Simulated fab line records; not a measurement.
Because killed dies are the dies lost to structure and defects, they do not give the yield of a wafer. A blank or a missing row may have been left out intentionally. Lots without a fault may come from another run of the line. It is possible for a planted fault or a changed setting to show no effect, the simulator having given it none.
Lot-split experiment ; flow n5 finfet ; 21 wafers read from 7 lots, route of 1938 steps

## THE SPLIT ITSELF
At N5_SD_ACTIVATION_LSA_01 (time 0.0008 s), the setting temp c was moved away from the recipe's 1080 C on 6 of the 21 wafers read, by -2.9% to +1.1%. For the rest of the wafers, this setting stayed at what the recipe calls for.

The file shows no step between the split and the reading.

## THE READING
RS_SD_N (ohm/sq), read at N5_SD_ACTIVATION_RS_MEAS_03 with a four-point probe. Fault-free wafers of this fab line usually give 21.9 ohm/sq, standard deviation 0.32 ohm/sq.

wafer;tool, chamber at the split;temp c as run, C;against the recipe;RS_SD_N, ohm/sq;against lot-mates on the recipe
L075.3;laser anneal-02, 0;1080;recipe;22.1;-
L075.4;laser anneal-02, 0;1080;recipe;22.0;-
L075.5;laser anneal-02, 0;1080;recipe;22.2;-
L077.2;laser anneal-02, 0;1080;recipe;21.8;-
L077.3;laser anneal-02, 0;1051;-2.7%;24.9;+3.1
L077.4;laser anneal-02, 0;1051;-2.7%;24.6;+2.8
L080.1;laser anneal-01, 0;1080;recipe;22.0;-
L080.3;laser anneal-01, 0;1080;recipe;22.1;-
L080.5;laser anneal-01, 0;1080;recipe;22.4;-
L081.2;laser anneal-02, 0;1080;recipe;22.0;-
L081.5;laser anneal-02, 0;1092;+1.1%;21.0;-1.0
L081.6;laser anneal-02, 0;1092;+1.1%;20.7;-1.3
L085.2;laser anneal-02, 0;1049;-2.9%;24.9;+2.9
L085.4;laser anneal-02, 0;1049;-2.9%;25.1;+3.1
L085.6;laser anneal-02, 0;1080;recipe;22.0;-
L088.1;laser anneal-01, 0;1080;recipe;22.7;-
L088.5;laser anneal-01, 0;1080;recipe;22.8;-
L088.6;laser anneal-01, 0;1080;recipe;22.7;-
L095.1;laser anneal-02, 0;1080;recipe;21.9;-
L095.3;laser anneal-02, 0;1080;recipe;21.4;-
L095.6;laser anneal-02, 0;1080;recipe;21.9;-

FIT RESULTS
A straight line over all 21 wafers: RS_SD_N changes by -1.01 ohm/sq for each +1% of temp c; r = -0.97; the points scatter about the line by 0.34 ohm/sq.
The same after taking each lot's own level away (the mean of its wafers on the recipe; 21 wafers): -1.07 ohm/sq for each +1%; r = -0.99; scatter 0.15 ohm/sq.
On that fit, the largest move of temp c shifts the reading by 3.1 ohm/sq.
The lots' own levels span 21.73 to 22.73 ohm/sq, that is 3.1 times the standard deviation above.
Consequently the slope shifts little with the lot-to-lot level, the two slopes agreeing.
Check: with one of the wafers moved furthest among these (-2.9%) left out of the fit, the line predicts +3.12 ohm/sq for it against its lot-mates. It came out at +2.9 ohm/sq against them.
Tool readings at the split's step, against how far the setting was moved: wafer_temp_C_max r = +1.00.

## THESE WAFERS: OTHER SPLITS
Note: prior to the reading, these wafers also went through further splits. Each is held against what the fit with the lots' levels taken away leaves over:
other split on the same wafers;wafers away from the commonest value;r with RS_SD_N (lot level and that fit taken away)
N5_SD_EPI_N_ETCH_35 source w;7;-0.24
N5_SD_EPI_N_ETCH_45 target depth a;8;-0.05
N5_SD_EPI_P_EPI_21 epi growth time s;5;-0.14

## THE WHOLE CHAIN: every reading that the file lists as answering this split, in the file's order
step;what it does;reading;change (the file's fit);r (the file's)
N5_SD_ACTIVATION_LSA_01;time 0.0008 s;wafer_temp_C_max;withheld for each +1% of the setting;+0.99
N5_SD_ACTIVATION_RS_MEAS_03;measures by four-point-probe;RS_SD_N;-1.08 for each +1% of the setting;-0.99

## THE FILE'S OWN FIT
RS_SD_N changes by -1.08 ohm/sq for each +1% of temp c, r = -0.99.
